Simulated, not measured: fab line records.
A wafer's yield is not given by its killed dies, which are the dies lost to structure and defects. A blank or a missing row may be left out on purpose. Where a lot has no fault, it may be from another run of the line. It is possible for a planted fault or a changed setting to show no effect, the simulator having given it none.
Matching of chambers -- flow n5_finfet -- N5_BEOL_M10_ETCH_61 on rie_diel-06 has 4 sister chambers
The step etches SiARC in CF4, target depth 39 nm, time 65 s. 4 wafers are shown with their chamber, then 10 later ones without.

## WAFERS WITH THEIR CHAMBER
wafer,chamber,drypump_motor_current_A (A)
L082.2,2,5.5
L082.4,1,5.8
L087.3,0,5.7
L087.4,3,4.9

## WAFERS WITH NO CHAMBER GIVEN
wafer,drypump_motor_current_A (A)
L087.6,5.8
L089.1,5.8
L089.3,5.7
L089.4,4.9
L088.4,5.5
L088.5,4.9
L088.6,5.7
L097.1,5.7
L097.2,5.6
L097.6,5.8

## THE CHAMBER EACH PASSED THROUGH
wafer,from the rows above,in truth
L087.6,1,1
L089.1,1,1
L089.3,0,0
L089.4,3,3
L088.4,2,2
L088.5,3,3
L088.6,0,0
L097.1,0,0
L097.2,can't be placed: 2 or 0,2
L097.6,1,1
Placed correctly: 9 of 10. Unplaceable from these rows: 1, with the true chamber sitting among the candidates in 1. 0 placed wrongly.
How it was worked out, from the rows above alone: a wafer's distance from a chamber is the root of the sum, over the readings, of the square of ((its reading less the chamber's mean) divided by the reading's scatter). If the next closest chamber is less than 2 further off than the closest, the wafer can't be placed; otherwise it belongs to the closest. For every chamber, the mean is computed from those of its wafers that are shown. The scatter (one wafer shown for each chamber): square how far every hidden wafer sits from the nearest shown wafer, average those squares and take the square root.
